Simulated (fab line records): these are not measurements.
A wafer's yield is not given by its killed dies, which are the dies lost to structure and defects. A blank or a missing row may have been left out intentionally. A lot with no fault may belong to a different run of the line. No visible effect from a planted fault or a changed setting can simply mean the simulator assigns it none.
8D (eight disciplines) problem report, filled in by code :: flow n5 finfet :: the parts of the form that need people (team, actions taken, sign-off) are left out

## 1. THE PROBLEM
Mean of spin speed rpm at N5_BEOL_M0_SAQP_COAT_105: 1558.5 rpm across 6 wafers in 2 lots; on wafers with no fault it is 1499.9 rpm (standard deviation 1). Relative to the usual mean, that is a shift of +59 standard deviations.
The step: time 60 s, resist thk 100 nm.
First seen on wafer L399.2, day 6 17:26, on litho track-01. The record has a number at this step for 30 wafers belonging to 11 lots. By rule, "out" or "out of limits" means more than 4 standard deviations away from the usual mean. Any other wafer with a number is counted as sound.

## 2. WHAT IT IS, WHAT IT ISN'T
question: which readings at this step
is: spin speed rpm
is not: -

question: which lots
is: L399, L402
is not: L396, L397, L408, L411, L412, L413, L414, L416, L417

question: which wafers of those lots
is: all that have a number
is not: -

question: read on which tools
is: litho track-01
is not: litho track-05

question: when
is: from day 6 17:26
is not: up to then (6 sound wafers); but 18 sound wafers of L408, L411, L412, L413, L414, L416, L417 came after

## 3. WHAT RULES OUT EACH SUSPECT
Counting: any tool at a process step up to the reading is kept as a suspect provided that every lot that is out went through it and no sound lot did after the first of them.
- litho track-01 at N5_BEOL_M0_SAQP_COAT_105 (time 60 s, resist thk 100 nm): ruled out as a lasting fault. Sound lots L411, L414, L416 ran on it after its first lot that is out, L399 (day 6 17:26).
Left after counting: nothing in the record.

## 4. THE CAUSE (what the simulator had put in)
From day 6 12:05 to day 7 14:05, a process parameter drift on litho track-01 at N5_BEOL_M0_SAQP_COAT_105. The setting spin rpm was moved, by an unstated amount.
Counting ruled it out, wrongly.

## 5. THE EFFECT CHAIN, in route order
Rows list readings where the struck wafers' mean (over those with a number) sits beyond 3 standard deviations from the usual. Scope: only readings with a usual standard deviation given in the record; hours: median across lots of the time from each lot's start at the first step in this table that gives one to its start at this step; sigmas: change in usual standard deviations.
hours: 0
step: N5_BEOL_M0_SAQP_COAT_105
reading: spin speed rpm
usual: 1499.9 rpm
on struck wafers: 1558.5
change: +58.6
sigmas: +59
The process steps in it:
- N5_BEOL_M0_SAQP_COAT_105: time 60 s, resist thk 100 nm.
At these later measuring or inspecting steps, every struck wafer for which the step has a row has a number for every such reading, and none has moved that far: N5_BEOL_M4_RC_MEAS_101.

## 6. HOW IT WOULD HAVE BEEN CAUGHT EARLIER
The fault began at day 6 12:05; the first out-of-limits reading in this record came at day 6 17:26, 5 hours later.
